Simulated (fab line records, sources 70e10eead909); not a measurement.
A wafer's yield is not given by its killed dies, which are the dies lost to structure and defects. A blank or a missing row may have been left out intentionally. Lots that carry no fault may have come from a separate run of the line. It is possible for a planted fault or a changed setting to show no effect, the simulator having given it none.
Chamber matching	flow nandHarc	pecvd-01 running NHARC_THIN_TSV_DEP_47: 3 sister chambers
The step deposits SiO2, target thk 200 nm. 6 wafers are shown with their chamber, then 10 later ones without.

## WAFERS, EACH WITH ITS CHAMBER
wafer	chamber	throttleValvePct (%)	chamberPressureTorr (Torr)
L082.4	2	14.5	6.513
L087.1	0	15.7	6.531
L087.3	1	16.5	6.517
L087.4	1	15.8	6.505
L094.2	2	14.8	6.496
L094.4	0	15.6	6.484

## WAFERS WHOSE CHAMBER IS MISSING
wafer	throttleValvePct (%)	chamberPressureTorr (Torr)
L094.6	14.7	6.497
L093.1	16.3	6.520
L093.3	14.6	6.514
L093.5	15.7	6.516
L092.1	14.8	6.485
L092.2	15.7	6.475
L092.4	15.5	6.486
L097.2	14.9	6.519
L097.3	16.5	6.503
L097.4	15.4	6.524

## THE CHAMBER EACH PASSED THROUGH
wafer	from the rows above	in truth
L094.6	2	2
L093.1	can't be placed: 1 or 0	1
L093.3	2	2
L093.5	can't be placed: 0 or 1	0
L092.1	can't be placed: 2 or 0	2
L092.2	can't be placed: 0 or 1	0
L092.4	can't be placed: 0 or 1 or 2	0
L097.2	can't be placed: 2 or 0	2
L097.3	can't be placed: 1 or 0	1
L097.4	can't be placed: 0 or 1 or 2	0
Correctly placed: 2 of 10. From these rows, 8 cannot be placed; in 8 the true chamber is one of the candidates. 0 placed wrongly.
How it was worked out, from the rows above alone: a wafer's distance from a chamber is the root of the sum, over the readings, of the square of ((its reading less the chamber's mean) divided by the reading's scatter). The wafer belongs to the nearest chamber; if the next one is less than 2 further off, it can't be placed. The mean given for a chamber averages the wafers shown for that chamber. The scatter: the root of (the sum of the squares of (reading less its chamber's mean) over the shown wafers, divided by (wafers less chambers)).
